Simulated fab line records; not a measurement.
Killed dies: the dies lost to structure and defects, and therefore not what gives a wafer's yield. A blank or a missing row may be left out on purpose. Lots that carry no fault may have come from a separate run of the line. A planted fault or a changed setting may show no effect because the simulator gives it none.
Tool commonality check	flow n5Finfet	Sampled: 11 lots, 28 wafers

## WHAT PROMPTED THE OPENING
3 of 11 lots carry a flag on the reading EOT_N at N5_BEOL_M4_RC_MEAS_101. No-fault wafers: 10.49, standard deviation 0.089.
Rule: flag the lot when none of its wafers has a number, or when each of its wafers that has one lies beyond 4 standard deviations from that mean. The other lots count as sound.

lot	measured	on	EOT_N, wafer by wafer	flag
L164	day 7 18:09	prober-01	10.32 10.47	
L165	day 8 10:25	prober-02	10.62 10.57 10.46	
L170	day 9 06:28	prober-01	10.59 10.56 10.42	
L173	day 10 18:18	prober-01	10.57 10.54	
L178	day 12 04:50	prober-01	11.79 11.98 11.99	FLAGGED
L180	day 12 19:57	prober-02	11.83 11.88 11.87	FLAGGED
L179	day 12 21:02	prober-02	11.81 11.85 11.83	FLAGGED
L185	day 13 18:13	prober-02	10.56 10.46	
L187	day 14 01:16	prober-02	10.52 10.57	
L184	day 14 06:56	prober-02	10.52 10.51	
L186	day 14 13:26	prober-01	10.34 10.48 10.47	
Average over the flagged lots: 11.87; offset from the usual +1.38, equal to +16 standard deviations.

## WHICH TOOL RAN EACH LOT
3 process steps preceding the reading are held in the record, out of 1938 steps in the route. Cell contents, in order: the tool; ch with the chambers the sampled wafers went through; the start.
lot	flag	N5_SDB_DESCUM_16	N5_HKMG_FIN_ETCH_58	N5_HKMG_FIN_CVD_62
L164		rieDiel-06 ch 1,2, day 3 18:29	rieDiel-06 ch 1, day 4 00:28	thermalCvdSi-01 ch 0,2, day 4 01:57
L165		rieDiel-05 ch 0,2,3, day 4 01:43	rieDiel-06 ch 1,3, day 4 10:37	thermalCvdSi-02 ch 0,1,2, day 4 12:02
L170		rieDiel-04 ch 1,2,3, day 5 06:32	rieDiel-05 ch 0,1,3, day 5 12:22	thermalCvdSi-01 ch 0,2, day 5 13:48
L173		rieDiel-04 ch 0,1, day 5 23:35	rieDiel-06 ch 1,2, day 6 05:59	thermalCvdSi-02 ch 0,2, day 6 07:18
L178	FLAGGED	rieDiel-04 ch 0,1,2, day 7 07:03	rieDiel-05 ch 0,2,3, day 7 13:12	thermalCvdSi-01 ch 0,1,2, day 7 14:43
L180	FLAGGED	rieDiel-04 ch 1,2,3, day 7 16:32	rieDiel-04 ch 0,1,3, day 7 23:25	thermalCvdSi-01 ch 0,1, day 8 00:53
L179	FLAGGED	rieDiel-06 ch 0,3, day 7 14:06	rieDiel-05 ch 0,2,3, day 7 20:51	thermalCvdSi-02 ch 0,1,2, day 7 22:16
L185		rieDiel-04 ch 0,1, day 8 21:15	rieDiel-04 ch 1,2, day 9 04:48	thermalCvdSi-02 ch 2, day 9 06:17
L187		rieDiel-06 ch 1,2, day 9 13:40	rieDiel-05 ch 2,3, day 9 20:13	thermalCvdSi-02 ch 1,2, day 9 21:38
L184		rieDiel-06 ch 2,3, day 8 16:18	rieDiel-04 ch 0,3, day 8 22:25	thermalCvdSi-01 ch 1,2, day 8 23:50
L186		rieDiel-06 ch 0,1,2, day 9 10:38	rieDiel-04 ch 1,2,3, day 9 16:38	thermalCvdSi-01 ch 0,1,2, day 9 17:55
These steps, and what they do:
- N5_SDB_DESCUM_16: chemistry O2, time 7.9 s.
- N5_HKMG_FIN_ETCH_58: etches SOC in N2/H2, target depth 215.8 nm, time 741 s.
- N5_HKMG_FIN_CVD_62: deposits a-Si from Si2H6, target thk 3 nm, time 20.8 s.
- N5_BEOL_M4_RC_MEAS_101

## FLAGGED OVER TOTAL, TOOL BY TOOL (the gauges that took the reading come last)
step	tool	lots run	flagged	share of the flagged lots	sound lots run after its first flagged lot
N5_SDB_DESCUM_16	rieDiel-04	5	2	some	1 (L185)
N5_SDB_DESCUM_16	rieDiel-05	1	0	none	-
N5_SDB_DESCUM_16	rieDiel-06	5	1	some	3 (L184,L186,L187)
N5_HKMG_FIN_ETCH_58	rieDiel-04	4	1	some	3 (L184,L185,L186)
N5_HKMG_FIN_ETCH_58	rieDiel-05	4	2	some	1 (L187)
N5_HKMG_FIN_ETCH_58	rieDiel-06	3	0	none	-
N5_HKMG_FIN_CVD_62	thermalCvdSi-01	6	2	some	2 (L184,L186)
N5_HKMG_FIN_CVD_62	thermalCvdSi-02	5	1	some	2 (L185,L187)
N5_BEOL_M4_RC_MEAS_101	prober-01	5	1	some	1 (L186)
N5_BEOL_M4_RC_MEAS_101	prober-02	6	2	some	3 (L185,L187,L184)

## WHAT THE TABLE PERMITS
No row of the table ran every flagged lot.

## WHAT HAD BEEN PUT IN BY THE SIMULATOR
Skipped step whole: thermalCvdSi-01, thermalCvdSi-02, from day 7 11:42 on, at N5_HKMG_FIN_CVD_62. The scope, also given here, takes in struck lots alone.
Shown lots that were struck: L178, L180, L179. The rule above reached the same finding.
